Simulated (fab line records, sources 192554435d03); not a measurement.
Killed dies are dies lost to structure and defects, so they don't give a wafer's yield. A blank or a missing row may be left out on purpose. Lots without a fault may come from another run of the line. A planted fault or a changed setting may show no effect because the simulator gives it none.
fab line records | flow n5_finfet
record lots=8 wafers=22 last_day=18
route steps=1938 shown MOL_CONTACT_COAG@578 BEOL_M4@1111 PASSIVATION@1936
lots that met no fault: from a run of the same line without faults
start_h: hours from the record's first day to the start of the lot's first wafer shown | wait_h: hours since the lot's step before | " the same as in the row above | L1.1+2: a row that stands for several wafers | - no value, or no start given | * or withheld: withheld | < > ~ a bound
route shown NAME@n: a module of which the file shows steps, and the number in the route of the first | usual: mean/standard deviation of fault-free wafers | same: alike in all rows | chamber/n: place in a boat | sites: the reading at each site | _std_site: their standard deviation | _edge_site: outer sites' mean less inner sites' | radius_mm: how far each site lies from the wafer's centre | mask NAME#n: copy n | behind: the tool/chamber that last shaped the wafer | hold: why the lot was held/for how many hours/how that ended | device: the transistor (n, p or np) that didn't switch | end of line: the same wafers' tests at the end of the route | a step without rows: its recipe alone | killed: dies lost to structure and defects at the first sort, not the wafer's yield | map: a wafer's dies, x killed, . not, _ none there
set.NAME: the setting as run; set.NAME@STEP: as run at that earlier step | model.NAME: the simulator's own value behind a step, which no gauge read
steps of the route over a sample of lots; a table a step, a row a wafer
services: from which hour (start_h, from the record's first day; less than 0 if before it) a tool's chamber was out of use, for how many hours, and why
## steps
# step N5_MOL_CONTACT_COAG_ETCH_90
# recipe chemistry=CF4 target=SiARC target_depth_a=130 mask_material=CAR-EUV time_s=21.7 ion_energy_ev=80 pressure_mtorr=40 source_w=545 bias_w=36 Ar_flow_sccm=100 cf4_flow_sccm=100 ends=cleared
# usual drypump_motor_current_A=5.7/0.43 etch_rf_on_time_s=21.6/0.52 oes_product_au=0.71/0.084 rf_vpp_V=183.7/1.1 showerhead_plenum_p_Torr=2.11/0.055 throttle_valve_pct=15.60/0.22
# columns lot.wafer tool chamber start_h wait_h drypump_motor_current_A etch_rf_on_time_s oes_product_au rf_hours_counter_h rf_vpp_V showerhead_plenum_p_Torr throttle_valve_pct
L919.1 rie_diel-02 3 103.87 0.0 5.5 21.3 0.60 236 182.3 2.04 15.82
L919.4 " 0 " " 5.6 22.9 0.58 245 183.9 2.18 15.81
L919.6 " 0 " " 5.6 23.2 0.57 - 182.6 2.18 15.77
L921.3 rie_diel-04 1 109.84 0.0 5.8 21.2 0.78 26 184.0 2.09 15.31
L921.4 " 2 " " 6.1 20.9 0.74 51 184.0 2.16 15.32
L921.6 " 3 " " 6.4 22.1 0.59 - 184.3 2.20 15.87
L928.2 rie_diel-03 3 151.23 0.0 5.2 22.0 0.60 184 182.8 2.05 15.78
L928.4 " 2 " " 5.7 21.5 0.75 - 183.7 2.09 15.48
L928.5 " 3 " " 5.3 22.2 0.60 - 183.7 2.05 15.79
L931.1 rie_diel-03 1 182.54 0.0 5.5 20.6 0.85 3 183.9 2.11 15.70
L931.4 " 2 " " 5.7 21.4 0.74 43 182.7 2.09 15.48
L931.5 " 1 " " 5.5 20.6 0.85 - 184.1 2.11 15.71
L933.5 rie_diel-03 2 186.92 0.0 5.7 21.6 0.73 - 185.1 2.09 15.51
L933.6 " 3 " " 5.2 22.2 0.60 - 184.0 2.04 15.82
L938.1 rie_diel-02 3 211.22 0.0 5.5 20.6 0.81 6 185.9 2.29 15.35
L938.4 " 0 " " 5.7 22.1 0.78 22 184.3 2.17 15.34
L941.1 rie_diel-02 3 234.08 0.0 5.5 20.7 0.79 13 187.0 2.29 15.36
L941.3 " 2 " " 5.5 21.4 0.72 81 183.1 2.08 15.62
L941.4 " 1 " " 6.6 21.7 0.72 54 182.1 2.09 15.43
L942.2 rie_diel-03 3 243.98 0.0 5.3 22.2 0.58 217 182.7 2.04 15.85
L942.4 " 0 " " 5.4 22.0 0.75 38 185.3 2.10 15.63
L942.6 " 2 " " 5.7 21.5 0.71 - 183.3 2.08 15.50
# step N5_MOL_CONTACT_COAG_ETCH_91
# recipe chemistry=N2/H2 target=SOC target_depth_a=600 overetch_a=210 mask_material=SiARC temp_c=40 time_s=101.2 ion_energy_ev=200 pressure_mtorr=30 source_w=840 bias_w=150 n2_flow_sccm=200 h2_flow_sccm=200
# usual drypump_motor_current_A=5.7/0.42 oes_product_au=0.70/0.079 rf_vpp_V=522.9/2.1 showerhead_plenum_p_Torr=2.51/0.071 temp_c=40.01/0.11 throttle_valve_pct=17.86/0.23
# columns lot.wafer tool chamber start_h wait_h drypump_motor_current_A oes_product_au rf_hours_counter_h rf_vpp_V showerhead_plenum_p_Torr temp_c throttle_valve_pct
L919.1 rie_diel-04 1 104.17 0.0 5.9 0.77 23 522.2 2.49 40.03 17.66
L919.4 " 1 " " 5.8 0.75 - 524.5 2.49 40.02 17.65
L919.6 " 2 " " 6.1 0.72 - 527.0 2.58 40.09 17.47
L921.3 rie_diel-03 1 110.13 0.0 5.6 0.59 231 524.3 2.51 39.87 18.37
L921.4 " 2 " " 5.7 0.77 12 523.1 2.50 39.91 17.69
L921.6 " 1 " " 5.6 0.59 - 522.4 2.51 39.84 18.38
L928.2 rie_diel-03 2 151.62 0.0 5.7 0.73 31 522.0 2.49 40.10 17.72
L928.4 " 3 " " 5.3 0.59 - 521.3 2.42 39.87 17.97
L928.5 " 0 " " 5.4 0.80 - 522.5 2.49 40.11 17.71
L931.1 rie_diel-03 2 182.83 0.0 5.7 0.72 43 521.0 2.49 39.95 17.73
L931.4 " 3 " " 5.3 0.58 196 520.9 2.42 39.87 17.98
L931.5 " 0 " " 5.4 0.78 - 522.7 2.48 40.06 17.74
L933.5 rie_diel-04 3 187.56 0.0 6.4 0.57 - 525.0 2.62 40.15 18.21
L933.6 " 0 " " 5.1 0.67 - 522.0 2.45 40.05 18.13
L938.1 rie_diel-02 3 211.86 0.0 5.6 0.78 6 528.9 2.72 40.16 17.64
L938.4 " 2 " " 5.5 0.70 74 523.1 2.47 39.84 17.90
L941.1 rie_diel-04 3 234.38 0.0 6.4 0.83 0 526.6 2.62 40.00 17.81
L941.3 " 1 " " 5.8 0.71 67 521.9 2.48 39.98 17.72
L941.4 " 0 " " 5.1 0.65 134 521.8 2.44 39.91 18.16
L942.2 rie_diel-03 2 244.34 0.0 5.7 0.69 63 522.1 2.48 39.91 17.78
L942.4 " 0 " " 5.4 0.75 38 522.8 2.47 40.00 17.78
L942.6 " 2 " " 5.7 0.69 - 523.2 2.48 39.99 17.77
# step N5_MOL_CONTACT_COAG_ETCH_47
# recipe chemistry=CH3F/O2 target=SiNx target_depth_a=270 mask_material=SiO2 stop_on=W over_etch_frac=0.2 ion_energy_ev=120 endpoint=OES-CN pressure_mtorr=30 source_w=395 bias_w=73 Ar_flow_sccm=150 CH3F_flow_sccm=30 O2_flow_sccm=20 ends=end_point
# usual drypump_motor_current_A=5.7/0.42 etch_rf_on_time_s=31.0/0.63 oes_ar_750_au=0.83/0.094 oes_product_au=0.75/0.089 rf_vpp_V=294/5.8 showerhead_plenum_p_Torr=1.97/0.054 throttle_valve_pct=16.36/0.22
# columns lot.wafer tool chamber start_h wait_h drypump_motor_current_A etch_rf_on_time_s oes_ar_750_au oes_product_au rf_hours_counter_h rf_vpp_V showerhead_plenum_p_Torr throttle_valve_pct
L919.1 rie_diel-04 1 104.40 0.0 5.8 30.7 0.91 0.82 23 293 1.96 16.10
L919.4 " 1 " " 5.8 30.7 0.90 0.82 - 291 1.96 16.11
L919.6 " 2 " " 6.1 30.1 0.87 0.78 - 291 2.03 16.08
L921.3 rie_diel-03 1 110.36 0.0 5.5 31.2 0.71 0.62 231 294 1.97 16.94
L921.4 " 2 " " 5.7 30.8 0.91 0.82 12 297 1.96 16.19
L921.6 " 1 " " 5.5 31.2 0.72 0.63 - 294 1.97 16.93
L928.2 rie_diel-03 2 151.85 0.0 5.7 30.6 0.86 0.79 31 298 1.95 16.22
L928.4 " 3 " " 5.3 31.2 0.70 0.63 - 308 1.90 16.48
L928.5 " 0 " " 5.4 31.1 0.95 0.86 - 290 1.96 16.24
L931.1 rie_diel-03 2 183.06 0.0 5.7 30.4 0.84 0.77 43 298 1.95 16.23
L931.4 " 3 " " 5.3 31.4 0.69 0.62 196 307 1.90 16.53
L931.5 " 0 " " 5.4 31.6 0.92 0.82 - 291 1.95 16.26
L933.5 rie_diel-04 3 187.78 0.0 6.3 31.9 0.69 0.61 - 302 2.06 16.67
L933.6 " 0 " " 5.1 30.9 0.81 0.72 - 290 1.94 16.63
L938.1 rie_diel-02 3 212.09 0.0 5.5 30.2 0.93 0.84 7 294 2.13 16.05
L938.4 " 2 " " 5.5 30.7 0.84 0.75 74 291 1.95 16.34
L941.1 rie_diel-04 3 234.61 0.0 6.4 31.5 1.00 0.88 0 299 2.05 16.22
L941.3 " 1 " " 5.8 31.1 0.85 0.76 67 293 1.95 16.19
L941.4 " 0 " " 5.1 30.8 0.79 0.71 134 289 1.93 16.66
L942.2 rie_diel-03 2 244.57 0.0 5.7 30.8 0.82 0.75 63 299 1.94 16.28
L942.4 " 0 " " 5.4 31.4 0.88 0.78 39 290 1.94 16.32
L942.6 " 2 " " 5.7 30.8 0.82 0.74 - 299 1.94 16.28
# step N5_MOL_CONTACT_COAG_INSPECT_42
# recipe mode=adi inspect_instrument=brightfield
# usual raw_defect_count=191/46
# columns lot.wafer tool chamber start_h wait_h raw_defect_count
L919.1 defect_inspect-01 - 105.15 0.1 248
L919.4 " - " " 196
L919.6 " - " " 290
L921.3 defect_inspect-02 - 111.01 0.0 238
L921.4 " - " " 272
L921.6 " - " " 210
L928.2 defect_inspect-02 - 152.49 0.0 171
L928.4 " - " " 1430
L928.5 " - " " 127
L931.1 defect_inspect-02 - 183.82 0.1 170
L931.4 " - " " 1600
L931.5 " - " " 133
L933.5 defect_inspect-01 - 188.54 0.0 185
L933.6 " - " " 139
L938.1 defect_inspect-01 - 212.76 0.1 188
L938.4 " - " " 223
L941.1 defect_inspect-02 - 235.37 0.1 184
L941.3 " - " " 303
L941.4 " - " " 208
L942.2 defect_inspect-02 - 245.23 0.0 142
L942.4 " - " " 147
L942.6 " - " " 165
# step N5_MOL_CONTACT_COAG_ETCH_67
# recipe chemistry=N2/H2 target=SOC target_depth_a=600 overetch_a=210 mask_material=SiARC temp_c=40 time_s=101.2 ion_energy_ev=200 pressure_mtorr=30 source_w=840 bias_w=150 n2_flow_sccm=200 h2_flow_sccm=200
# usual drypump_motor_current_A=5.7/0.44 oes_product_au=0.70/0.081 rf_vpp_V=522.6/2 showerhead_plenum_p_Torr=2.49/0.065 temp_c=39.99/0.11 throttle_valve_pct=17.85/0.21
# columns lot.wafer tool chamber start_h wait_h drypump_motor_current_A oes_product_au rf_hours_counter_h rf_vpp_V showerhead_plenum_p_Torr temp_c throttle_valve_pct
L919.1 rie_diel-02 3 105.77 0.0 5.6 0.58 237 519.8 2.41 40.04 18.09
L919.4 " 2 " " 5.5 0.76 24 523.1 2.49 39.98 17.83
L919.6 " 2 " " 5.5 0.77 - 523.1 2.49 39.95 17.83
L921.3 rie_diel-03 0 111.51 0.0 5.4 0.57 247 521.0 2.49 40.08 18.12
L921.4 " 2 " " 5.7 0.77 12 521.8 2.50 39.97 17.70
L921.6 " 2 " " 5.7 0.78 - 521.7 2.50 40.04 17.71
L928.2 rie_diel-03 3 154.16 0.0 5.3 0.60 185 520.1 2.42 40.10 17.96
L928.4 " 3 " " 5.3 0.59 - 520.0 2.42 39.89 17.95
L928.5 " 0 " " 5.4 0.80 - 521.5 2.49 40.14 17.70
L931.1 rie_diel-03 3 184.79 0.0 5.3 0.58 197 520.1 2.42 40.02 17.99
L931.4 " 0 " " 5.4 0.78 19 521.9 2.48 40.02 17.72
L931.5 " 1 " " 5.6 0.80 - 522.1 2.50 40.01 17.96
L933.5 rie_diel-02 1 189.61 0.0 6.7 0.73 - 522.2 2.48 39.96 17.59
L933.6 " 2 " " 5.5 0.70 - 523.7 2.47 39.78 17.91
L938.1 rie_diel-04 0 213.30 0.0 5.1 0.66 126 520.5 2.45 39.78 18.14
L938.4 " 1 " " 5.8 0.72 - 523.6 2.48 39.97 17.71
L941.1 rie_diel-03 0 235.79 0.0 5.4 0.76 35 521.7 2.48 39.99 17.76
L941.3 " 2 " " 5.7 0.70 59 522.5 2.48 40.22 17.77
L941.4 " 1 " " 5.5 0.76 20 522.4 2.50 39.80 18.01
L942.2 rie_diel-02 1 246.61 0.0 6.7 0.71 58 522.8 2.47 39.76 17.62
L942.4 " 2 " " 5.5 0.69 85 523.6 2.46 39.99 17.93
L942.6 " 3 " " 5.5 0.74 - 528.2 2.71 39.97 17.64
# step N5_BEOL_M4_RC_MEAS_101
# usual DIBL_N=35.1/1.5 DIBL_P=35.2/2 IOFF_N=0.146/0.028 IOFF_P=0.20/0.036 ION_N=670/12 ION_P=462/8.2 SS_N=71.2/0.63 SS_P=73.1/0.7 VT_N=250/3.6 VT_P=-251/3.3
# columns lot.wafer tool chamber start_h wait_h DIBL_N[mV/V] DIBL_P[mV/V] IOFF_N[nA/um] IOFF_P[nA/um] ION_N[uA/um] ION_P[uA/um] SS_N[mV/dec] SS_P[mV/dec] VT_N[mV] VT_P[mV]
L919.1 prober-01 0 168.76 0.0 34.7 33.7 0.115 0.16 634 440 70.6 73.0 256 -254
L919.4 " 0 " " 36.7 36.4 0.153 0.20 675 463 71.1 73.7 251 -254
L919.6 " 0 " " 37.3 36.6 0.167 0.21 669 453 71.8 73.5 247 -252
L921.3 prober-01 0 171.05 0.3 36.7 36.8 0.158 0.21 646 448 72.1 72.9 253 -252
L921.4 " 0 " " 34.2 34.3 0.117 0.17 669 460 70.9 72.4 255 -253
L921.6 " 0 " " 35.7 35.8 0.134 0.19 655 453 71.5 72.8 255 -253
L928.2 prober-02 0 221.81 0.2 37.2 37.5 0.161 0.20 668 458 71.2 74.1 250 -252
L928.4 " 0 " " 36.5 37.7 0.155 0.21 675 468 71.8 73.9 249 -252
L928.5 " 0 " " 35.6 35.0 0.128 0.17 668 456 71.4 73.0 253 -254
L931.1 prober-01 0 263.21 0.5 37.6 37.8 0.180 0.23 672 458 71.6 73.6 250 -250
L931.4 " 0 " " 35.0 33.7 0.141 0.17 659 449 71.5 72.5 249 -257
L931.5 " 0 " " 34.9 35.0 0.143 0.18 673 454 70.8 73.1 254 -251
L933.5 prober-02 0 268.38 0.6 34.0 34.2 0.123 0.16 674 457 70.9 72.8 253 -256
L933.6 " 0 " " 33.5 33.2 0.112 0.15 660 455 70.4 72.2 252 -255
L938.1 prober-01 0 288.64 0.0 34.3 33.0 0.113 0.16 673 463 70.9 72.8 253 -253
L938.4 " 0 " " 36.1 35.3 0.139 0.19 674 468 70.2 73.2 251 -253
L941.1 prober-01 0 324.03 0.0 33.1 32.6 0.103 0.15 657 456 70.5 71.4 257 -255
L941.3 " 0 " " 32.8 33.5 0.110 0.17 664 464 70.8 72.8 253 -253
L941.4 " 0 " " 33.7 33.0 0.116 0.16 670 451 70.2 72.3 253 -255
L942.2 prober-01 0 327.86 0.2 34.9 36.4 0.155 0.21 684 468 71.1 73.1 248 -249
L942.4 " 0 " " 36.2 37.9 0.173 0.23 678 465 71.8 74.0 246 -250
L942.6 " 0 " " 35.0 36.3 0.146 0.20 675 472 71.4 73.0 248 -250
# step N5_PASSIVATION_PROBE_49
# usual defect_limited_yield=91.4/1.4 killed_at_M0_to_M3=32/10 killed_at_M4_up=13/5.6 killed_at_contacts=13/6.6 killed_at_front_end=39/13 killed_at_other=3.4/2.8 killed_dies=101/17 killed_on_rim=14/4.5 killed_open=66/13 killed_short=33/7 sort_bin_5_function=5.0/0.93 sort_bin_6_memory=3.2/0.65 sort_bin_8_speed=0.01/0.16 sort_n_pass=1078/17 sort_yield_pct=91.4/1.4
# same gross_dies=1180 killed_at_back_side=0 sort_bin_4_leakage[%]=0
# columns lot.wafer tool chamber start_h wait_h defect_limited_yield[%] killed_at_M0_to_M3 killed_at_M4_up killed_at_contacts killed_at_front_end killed_at_other killed_dies killed_on_rim killed_open killed_short sort_bin_5_function[%] sort_bin_6_memory[%] sort_bin_8_speed[%] sort_n_pass sort_yield_pct[%]
L921.3 prober-01 - 276.83 0.1 90.3 34 7 35 33 5 114 12 71 43 5.7 3.7 0 1066 90.3
L921.4 prober-01 - 276.88 0.2 91.3 38 15 14 32 4 103 16 62 39 5.6 2.8 0 1077 91.3
L921.6 prober-01 - 276.98 0.3 90.5 47 14 17 32 2 112 24 69 40 5.8 3.3 0 1068 90.5
L928.2 prober-02 - 328.88 0.1 94.8 20 4 9 28 0 61 11 44 17 3.7 1.4 0 1119 94.8
L928.4 prober-02 - 328.98 0.2 86.5 19 4 85 50 1 159 29 60 27 8.1 3.0 0 1021 86.5
L928.5 prober-02 - 329.03 0.2 92.9 17 14 17 36 0 84 18 57 24 4.3 2.3 0 1096 92.9
L933.5 prober-01 - 365.25 0.2 91.8 48 11 9 26 3 97 15 55 41 4.9 3.1 0 1083 91.8
L931.1 prober-02 - 374.11 0.0 90.3 46 10 14 42 2 114 19 67 38 4.7 4.2 0 1066 90.3
L931.4 prober-02 - 374.26 0.2 85.8 32 13 79 36 8 168 35 55 37 7.5 4.5 0 1012 85.8
L931.5 prober-02 - 374.31 0.2 90.6 43 15 5 41 7 111 12 71 38 6.1 3.1 0 1069 90.6
L938.1 prober-01 - 399.07 0.0 91.4 41 12 18 26 5 102 13 75 27 5.1 3.3 0 1078 91.4
L938.4 prober-01 - 399.22 0.2 93.0 34 17 5 24 3 83 14 63 20 4.7 2.2 0 1097 93.0
L942.2 prober-01 - 432.40 0.1 92.4 30 17 18 22 3 90 10 56 33 4.3 3.1 0 1090 92.4
L942.4 prober-01 - 432.50 0.2 92.4 18 20 19 28 5 90 14 55 28 4.7 2.3 0 1090 92.4
L942.6 prober-01 - 432.60 0.3 91.9 25 11 15 31 13 95 12 69 25 4.7 3.1 0 1085 91.9
# killed by level:class
L921.3 MOL_CONTACT_COAG:geometric_particle:open=25 MOL_CONTACT_COAG:geometric_particle:short=10 BEOL_M1:geometric_particle:open=10 STI_FIN_REVEAL:geometric_particle:open=7 BEOL_M0_SAQP:geometric_particle:open=5 BEOL_M1:geometric_particle:short=5 FIN_SAQP:geometric_particle:open=4 DUMMY_GATE:geometric_particle:open=4
L921.4 BEOL_M0_SAQP:geometric_particle:open=9 MOL_CONTACT_COAG:geometric_particle:open=9 FIN_SAQP:geometric_particle:open=8 BEOL_M0_SAQP:geometric_particle:short=8 BEOL_M1:geometric_particle:short=7 BEOL_M1:geometric_particle:open=7 BEOL_M4:geometric_particle:open=7 FIN_SAQP:geometric_particle:short=6
L921.6 MOL_CONTACT_COAG:geometric_particle:open=15 BEOL_M0_SAQP:geometric_particle:open=12 BEOL_M0_SAQP:geometric_particle:short=11 BEOL_M1:geometric_particle:short=8 BEOL_M1:geometric_particle:open=7 FIN_SAQP:geometric_particle:open=5 FIN_SAQP:geometric_particle:short=5 STI_FIN_REVEAL:geometric_particle:open=4
L928.2 MOL_CONTACT_COAG:geometric_particle:open=9 STI_FIN_REVEAL:geometric_particle:open=7 GATE_CUT:geometric_particle:open=5 DUMMY_GATE:geometric_particle:open=4 BEOL_M1:geometric_particle:open=4 GATE_CUT:geometric_particle:short=3 BEOL_M3:geometric_particle:open=3 STARTING-WAFER:geometric_particle:short=3
L928.4 MOL_CONTACT_COAG:unspecified=72 FIN_SAQP:geometric_particle:open=14 STI_FIN_REVEAL:geometric_particle:open=13 MOL_CONTACT_COAG:geometric_particle:open=11 BEOL_M0_SAQP:geometric_particle:short=8 BEOL_M0_SAQP:geometric_particle:open=7 DUMMY_GATE:geometric_particle:short=4 DUMMY_GATE:geometric_particle:open=4
L928.5 MOL_CONTACT_COAG:geometric_particle:open=14 FIN_SAQP:geometric_particle:short=6 BEOL_M0_SAQP:geometric_particle:open=6 BEOL_M0_SAQP:geometric_particle:short=6 STI_FIN_REVEAL:geometric_particle:open=5 DUMMY_GATE:geometric_particle:open=4 BEOL_M4:geometric_particle:open=4 BEOL_M7:geometric_particle:open=4
L933.5 BEOL_M0_SAQP:geometric_particle:short=20 BEOL_M0_SAQP:geometric_particle:open=13 MOL_CONTACT_COAG:geometric_particle:open=7 BEOL_M2:geometric_particle:open=7 FIN_SAQP:geometric_particle:open=6 FIN_SAQP:geometric_particle:short=5 BEOL_M4:geometric_particle:open=4 STARTING-WAFER:geometric_particle:open=3
L931.1 BEOL_M0_SAQP:geometric_particle:short=16 MOL_CONTACT_COAG:geometric_particle:open=13 BEOL_M0_SAQP:geometric_particle:open=10 BEOL_M2:geometric_particle:open=10 FIN_SAQP:geometric_particle:short=9 BEOL_M4:geometric_particle:open=7 HKMG_FIN:area_etch=7 FIN_SAQP:geometric_particle:open=6
L931.4 MOL_CONTACT_COAG:unspecified=76 BEOL_M0_SAQP:geometric_particle:short=13 BEOL_M0_SAQP:geometric_particle:open=12 FIN_SAQP:geometric_particle:short=9 BEOL_M4:geometric_particle:open=8 FIN_SAQP:geometric_particle:open=6 STI_FIN_REVEAL:geometric_particle:open=5 DUMMY_GATE:geometric_particle:open=4
L931.5 FIN_SAQP:geometric_particle:short=13 FIN_SAQP:geometric_particle:open=13 BEOL_M0_SAQP:geometric_particle:open=11 BEOL_M3:geometric_particle:open=9 BEOL_M4:geometric_particle:open=8 BEOL_M0_SAQP:geometric_particle:short=7 BEOL_M2:geometric_particle:open=7 BEOL_M1:geometric_particle:open=5
L938.1 MOL_CONTACT_COAG:geometric_particle:open=14 BEOL_M2:geometric_particle:open=11 BEOL_M3:geometric_particle:open=10 BEOL_M1:geometric_particle:open=5 STARTING-WAFER:geometric_particle:short=5 FIN_SAQP:geometric_particle:open=4 MOL_CONTACT_COAG:geometric_particle:short=4 BEOL_M0_SAQP:geometric_particle:open=4
L938.4 BEOL_M0_SAQP:geometric_particle:open=10 BEOL_M2:geometric_particle:open=10 FIN_SAQP:geometric_particle:open=7 MOL_CONTACT_COAG:geometric_particle:open=5 BEOL_M0_SAQP:geometric_particle:short=5 BEOL_M1:geometric_particle:open=4 BEOL_M3:geometric_particle:open=4 BEOL_M4:geometric_particle:open=4
L942.2 MOL_CONTACT_COAG:geometric_particle:open=10 MOL_CONTACT_COAG:geometric_particle:short=8 BEOL_M0_SAQP:geometric_particle:open=8 BEOL_M4:geometric_particle:open=7 FIN_SAQP:geometric_particle:short=6 GATE_CUT:geometric_particle:short=5 BEOL_M3:geometric_particle:open=5 BEOL_M1:geometric_particle:open=4
L942.4 MOL_CONTACT_COAG:geometric_particle:open=14 BEOL_M4:geometric_particle:open=7 HKMG_FIN:area_etch=6 MOL_CONTACT_COAG:geometric_particle:short=5 BEOL_M0_SAQP:geometric_particle:short=5 BEOL_M2:geometric_particle:open=5 FIN_SAQP:geometric_particle:short=4 FIN_SAQP:geometric_particle:open=4
L942.6 MIM_TOP:geometric_particle:open=8 MOL_CONTACT_COAG:geometric_particle:open=8 MOL_CONTACT_COAG:geometric_particle:short=7 FIN_SAQP:geometric_particle:open=6 DUMMY_GATE:geometric_particle:open=6 BEOL_M2:geometric_particle:open=6 STI_FIN_REVEAL:geometric_particle:open=5 BEOL_M0_SAQP:geometric_particle:open=4
## services
# columns tool chamber start_h hours kind
rie_diel-04 0 96.31 9.6 repair
rie_diel-03 0 119.18 - clean
rie_diel-03 0 119.18 - consumable_replace:focus_ring
rie_diel-03 0 119.18 15.5 scheduled_down
rie_diel-03 0 119.18 15.5 vent_cycle
rie_diel-02 1 120.80 6.6 repair
rie_diel-02 0 121.77 3.9 repair
rie_diel-02 0 127.39 - clean
rie_diel-02 0 127.39 - consumable_replace:focus_ring
rie_diel-02 0 127.39 34.7 scheduled_down
rie_diel-02 0 127.39 34.7 vent_cycle
rie_diel-04 - 133.18 1.8 repair
rie_diel-03 0 136.09 6.4 repair
rie_diel-04 - 142.48 14.6 pm
rie_diel-03 1 149.06 - clean
rie_diel-03 1 149.06 - consumable_replace:focus_ring
rie_diel-03 1 149.06 19.0 scheduled_down
rie_diel-03 1 149.06 19.0 vent_cycle
rie_diel-04 2 159.86 12.2 repair
rie_diel-02 3 166.92 - clean
rie_diel-04 3 212.00 - clean
rie_diel-04 3 212.00 - consumable_replace:focus_ring
rie_diel-04 3 212.00 22.3 scheduled_down
rie_diel-04 3 212.00 22.3 vent_cycle
## key
first_sign step=N5_MOL_CONTACT_COAG_INSPECT_42 reading=raw_defect_count direction=up sigmas=29 usual=191 struck=1515
effect step=N5_PASSIVATION_PROBE_49 reading=killed_at_contacts direction=up sigmas=10 usual=13 struck=82
more_kills_born_at N5_MOL_CONTACT_COAG_ETCH_47@rie_diel-03=148
met_at N5_MOL_CONTACT_COAG_ETCH_47
struck_lots L928,L931
struck_wafers L928.4,L931.4
not_acting_at N5_MOL_CONTACT_COAG_ETCH_90,N5_MOL_CONTACT_COAG_ETCH_91,N5_MOL_CONTACT_COAG_ETCH_67
fault kind=chamber_particle_source tool=rie_diel-03 chamber=3 onset_h=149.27 steps=N5_MOL_CONTACT_COAG_ETCH_47 rate_per_visit_cm2=2.0999 end_h=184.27
